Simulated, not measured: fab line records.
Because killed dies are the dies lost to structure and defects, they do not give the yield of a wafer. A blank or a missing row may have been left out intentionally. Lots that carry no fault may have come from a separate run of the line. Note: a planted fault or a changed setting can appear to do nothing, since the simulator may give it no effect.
2 desks, one fault | flow nand harc | each desk has only its own numbers; what lay behind them comes last

THE DEFECT DESK
What the inspections along the route counted, lot by lot: means of the sampled wafers that have a number. If a lot's mean is further than 4 standard deviations from the usual mean, the lot is out of limits and carries the mark OUT (the distance appears in the brackets).
Columns: A = raw defect count at NHARC_A_SLIT_INSPECT_11, usual 60
lot  | first seen here | A
L433 | day 20 05:55    | 21
L432 | day 20 06:58    | 115
L436 | day 20 21:41    | 110
L435 | day 21 13:37    | 70
L437 | day 22 09:53    | 83
L438 | day 23 05:09    | 60
L441 | day 23 14:35    | 102
L443 | day 24 03:34    | 82
L445 | day 25 02:11    | 18
L450 | day 27 02:35    | 52
L451 | day 27 11:08    | 102
L454 | day 28 11:42    | 30
L455 | day 29 08:34    | 35
Finding of this desk: none of the 13 lots has anything out of limits.

THE TOOL OWNER'S DESK: ald metal-01
The tool's own readings at NHARC_A_WL_FILL_ALD_02 (deposits TiN, target thk 2 nm, pulse time 3 s, ald cycles 100): means of the sampled wafers that have a number, for each lot that ran on this tool. If a lot's mean is further than 4 standard deviations from the usual mean, the lot is out of limits and carries the mark OUT (the distance appears in the brackets).
Columns: A = heater power w at NHARC_A_WL_FILL_ALD_02, usual 1108 W; B = precursor pulse height rel at NHARC_A_WL_FILL_ALD_02, usual 0.999
lot  | first seen here | A    | B
L436 | day 21 12:46    | 1287 | 0.982
L435 | day 22 03:50    | 1186 | 0.988
L441 | day 24 04:14    | 1276 | 1.007
L443 | day 24 20:27    | 1132 | 1.012
L450 | day 27 16:10    | 1190 | 0.997
L451 | day 28 00:46    | 1208 | 0.985
Finding of this desk: none of the 6 lots has anything out of limits.

PUT TOGETHER
The defect desk saw nothing out of limits.
The desk of the tool owner found nothing out of limits.

WHAT THE SIMULATOR HAD INSERTED
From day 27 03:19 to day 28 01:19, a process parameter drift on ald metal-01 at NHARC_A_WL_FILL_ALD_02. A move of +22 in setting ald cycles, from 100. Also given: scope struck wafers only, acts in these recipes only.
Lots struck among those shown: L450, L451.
